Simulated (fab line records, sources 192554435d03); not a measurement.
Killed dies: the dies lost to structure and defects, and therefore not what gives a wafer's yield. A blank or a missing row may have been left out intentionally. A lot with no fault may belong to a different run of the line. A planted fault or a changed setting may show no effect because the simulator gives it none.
Struck lot and sound lot, side by side / flow n5 finfet / 15 steps out of a route of 1938
Sound: the wafers L421.1, L421.2, L421.6. Struck: wafer L436.2. (L436.3, L436.6 of the same lot were not struck and are left out.) The cause comes at the end.
For every step that has rows: the tool of each side, followed by ch and its chambers, followed by its first start. Under that, the readings that differ: sound wafers / struck wafers / difference of the means / sigmas: that difference in standard deviations of wafers without a fault.
alike: same words and numbers on both sides, and readings whose means sit less than 2 such deviations apart. not compared: any withheld reading, any reading some wafer has no value for, any bound like >300 that may hide the same value, and any number with overlapping values for which the record gives no deviation.
The two part at a step that has a row with sigmas, a row that says differs or no value, or rows on one side only. Non-overlapping numbers with no deviation appear without sigmas and do not part them. A reading that every wafer of one side lacks parts them only if that side has two wafers or more.

N5_BEOL_M2_ETCH_41: etches SiCN in CH3F/O2, target depth 29.9 nm, time 52.5 s.
  sound: rie diel-02 ch 0,1,3; struck: rie diel-03 ch 3
reading=oes product au (a.u.); sound=0.76 0.72 0.73; struck=0.92; difference=+0.18; sigmas=+2
reading=showerhead plenum p Torr (Torr); sound=2.01 1.89 2.08; struck=2.14; difference=+0.15; sigmas=+2
  alike: drypump motor current A, rf vpp V, throttle valve pct
  not compared: rf hours counter h
then, 1 step without rows for these wafers: N5_BEOL_M2_STRIP_97 (strips in N2/H2, time 10 s).
N5_BEOL_M2_OCD_MEAS_38:
  sound: ocd-02 at day 6 18:35; struck: ocd-01 at day 11 02:05
  alike: trench depth nm
then, 4 steps without rows for these wafers: N5_BEOL_M2_HM_STRIP_39 (strips TiN in peroxide tin strip, target depth 25 nm, time 158 s); N5_BEOL_M2_SRD_40 (time 30 s); N5_BEOL_M2_PRECLEAN_42 (cleans in residue remover, time 60 s); N5_BEOL_M2_SRD_43 (time 30 s).
N5_BEOL_M2_CD_MEAS_35: target cd 18 nm, target cd y 22.2 nm.
  sound: cd sem-02 at day 6 18:44; struck: cd sem-01 at day 11 02:15
  alike: cd nm
N5_BEOL_M2_DEGAS_44: time 60 s.
  sound: pvd sputter-02 at day 6 18:50; struck: pvd sputter-01 at day 11 02:41
reading=heater power w (W); sound=342 324 342; struck=281; difference=-55; sigmas=-3
N5_BEOL_M2_PRE_CLEAN_45: time 30 s.
  sound: pvd sputter-02 at day 6 18:52; struck: pvd sputter-01 at day 11 02:43
reading=heater power w (W); sound=343 331 340; struck=290; difference=-48; sigmas=-2
N5_BEOL_M2_ALD_84: deposits TaN, pulse time 2 s, purge time 3 s, co reactant purge time 2 s.
  sound on ald metal-01 ch 1,2,3, day 6 18:56; struck on ald metal-01 ch 1, day 11 02:48
  alike: heater power w
next, for these wafers, 1 step has no rows: N5_BEOL_M2_SURFACE_TREAT_85.
N5_BEOL_M2_CVD_47: deposits Co from CCTBA/H2, target thk 3 nm, time 223.8 s.
  sound on cvd co-01 ch 0,1, day 6 19:15; struck on cvd co-01 ch 0, day 11 03:07
reading=run length s (s); sound=247.1 246.4 246.7; struck=250.4; difference=+3.7; sigmas=+10
N5_BEOL_M2_SPUTTER_48: material Cu, target thk 4.5 nm, time 8.29 s.
  sound: pvd sputter-03 at day 6 19:27; struck: pvd sputter-01 at day 11 03:19
  alike: throttle valve pct
N5_BEOL_M4_RC_MEAS_101:
  sound on prober-02 ch 0, day 7 17:55; struck on prober-02 ch 0, day 12 12:42
  alike: DIBL_N, DIBL_P, IOFF_N, IOFF_P, ION_N, ION_P, SS_N, SS_P, VT_N, VT_P

## WHERE THEY PART
Last at N5_BEOL_M2_CVD_47 as far as this record goes, first at N5_BEOL_M2_ETCH_41. Later steps at which nothing parts them and some readings are alike: N5_BEOL_M2_SPUTTER_48, N5_BEOL_M4_RC_MEAS_101.

WHY: what the simulator had put in
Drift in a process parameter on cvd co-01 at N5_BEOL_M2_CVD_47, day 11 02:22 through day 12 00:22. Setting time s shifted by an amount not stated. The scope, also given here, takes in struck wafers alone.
